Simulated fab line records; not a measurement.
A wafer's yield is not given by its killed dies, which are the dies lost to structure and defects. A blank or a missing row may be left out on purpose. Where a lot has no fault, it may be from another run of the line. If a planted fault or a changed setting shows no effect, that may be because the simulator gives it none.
Struck lot and sound lot, side by side    flow n5Finfet    16 steps out of a route of 1938
Sound: the wafers L981.1, L981.4, L981.5. Struck: wafers L995.2, L995.5, L995.6. Last of all comes the cause.
For every step that has rows: the tool of each side, followed by ch and its chambers, followed by its first start. Under that, the readings that differ: sound wafers    struck wafers    difference of the means    sigmas: that difference in standard deviations of wafers without a fault.
alike: readings with means less than 2 such deviations apart, plus words and numbers identical on both sides. not compared: withheld readings, readings lacking a value on some wafer, bounds such as >300 that could conceal the same value, and numbers that have no deviation in the record and whose values overlap.
The two part at a step that has a row with sigmas, a row that says differs or no value, or rows on one side only. Numbers that don't overlap but have no deviation are shown without sigmas and don't part them. Lack of a reading on every wafer of one side parts them only where that side has two or more wafers.

N5_HKMG_FIN_OVL_MEAS_13:
  sound on overlay-01 ch 0, day 4 04:14; struck on overlay-01 ch 0, day 7 13:42
  alike: NWFM_OVL
N5_HKMG_FIN_INSPECT_14: inspects for defects (macro).
  sound on defectInspect-02 at day 4 04:16; struck on defectInspect-01 at day 7 13:44
  alike: rawDefectCount
N5_HKMG_FIN_DESCUM_17: chemistry O2, time 7.9 s.
  sound on rieDiel-02 ch 0,1,3, day 4 04:32; struck on rieDiel-05 ch 0,1,3, day 7 13:47
  alike: drypumpMotorCurrentA, oesProductAu, rfVppV, showerheadPlenumPTorr, throttleValvePct
  not compared: rfHoursCounterH
N5_HKMG_FIN_ETCH_31: etches SiARC in CF4, target depth 45.5 nm, time 75.8 s.
  sound on rieDiel-02 ch 0,1,3, day 4 04:34; struck on rieDiel-05 ch 0,1,3, day 7 13:50
  alike: drypumpMotorCurrentA, etchRfOnTimeS, oesProductAu, rfVppV, showerheadPlenumPTorr, throttleValvePct
  not compared: rfHoursCounterH
then, 3 steps without rows for these wafers: N5_HKMG_FIN_ETCH_32 (etches SOC in N2/H2, target depth 240 nm, time 300 s); N5_HKMG_FIN_STRIP_33 (strips in N2/H2); N5_HKMG_FIN_STRIP_34 (strips in CF4).
N5_HKMG_FIN_ETCH_35: etches SOC in N2/H2, target depth 215.8 nm, time 243.4 s.
  sound on rieDiel-02 ch 0,1,3, day 4 04:50; struck on rieDiel-05 ch 0,1,3, day 7 14:05
  alike: drypumpMotorCurrentA, n2FlowSccm, oesProductAu, rfVppV, showerheadPlenumPTorr, throttleValvePct
  not compared: rfHoursCounterH
then, 2 steps without rows for these wafers: N5_HKMG_FIN_STRIP_92 (strips SOC in N2/H2, time 20 s); N5_HKMG_FIN_WET_ETCH_18 (etches TiN in SC1, time 55 s, target depth 5.2 nm, rinse time 30 s).
N5_HKMG_FIN_STRIP_19: strips in N2/H2, time 360 s.
  sound on plasmaAsher-02 ch 0,1, day 4 05:08; struck on plasmaAsher-01 ch 0,1, day 7 14:26
  alike: drypumpMotorCurrentA, heaterPowerW, n2FlowSccm
  not compared: rfHoursCounterH
then, 1 step without rows for these wafers: N5_HKMG_FIN_ALD_91 (deposits TiN, target thk 1 nm, pulse time 1 s, purge time 3 s).
N5_HKMG_FIN_COAT_85: time 60 s, resist thk 300 nm.
  sound on lithoTrack-03 ch 0, day 4 05:47; struck on lithoTrack-03 ch 0, day 7 15:07
reading                                   sound                 struck                difference  sigmas
spinSpeedRpm (rpm)                        1499.9 1501.2 1500.2  1537.6 1540.1 1540.2  +38.9       +41
model.SOC_of_HKMG_FIN_COAT_85.thkNm (nm)  300.6 300.8 300.4     296.6 296.2 296.4     -4.2        
  alike: dispensePressureKPa
N5_HKMG_FIN_ETCH_86: etches SOC in N2/H2, stops on TiN, target depth 393.2 nm.
  sound on rieDiel-05 ch 1,2, day 4 05:57; struck on rieDiel-04 ch 0,2,3, day 7 15:10
  alike: drypumpMotorCurrentA, n2FlowSccm, oesProductAu, rfVppV, showerheadPlenumPTorr, throttleValvePct
  not compared: rfHoursCounterH
-- the record jumps here: 4 days lie between the struck wafers' starts before and after (it left off in module HKMG_FIN and takes up again in module BEOL_M4, whose first step shown is number 1111 of the route) --
N5_BEOL_M4_RC_MEAS_101:
  sound on prober-02 ch 0, day 7 23:11; struck on prober-01 ch 0, day 11 15:24
reading         sound           struck          difference  sigmas
IOFF_P (nA/um)  0.24 0.22 0.21  0.28 0.31 0.32  +0.08       +2
  alike: DIBL_N, DIBL_P, IOFF_N, ION_N, ION_P, SS_N, SS_P, VT_N, VT_P
-- a jump in the record: the struck wafers' starts before and after are 4 days apart (it breaks off in module BEOL_M4 and resumes in module PASSIVATION, where the first step shown is number 1936 of the route) --
N5_PASSIVATION_PROBE_49:
  rows exist in the record for the struck wafers here (prober-01, day 16 02:32), but not for the sound ones

WHERE THEY PART
First at N5_HKMG_FIN_COAT_85; last, within this record, at N5_PASSIVATION_PROBE_49.

WHY: whatever the simulator had introduced
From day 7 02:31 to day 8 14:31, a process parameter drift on lithoTrack-03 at N5_HKMG_FIN_COAT_85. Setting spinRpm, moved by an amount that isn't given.
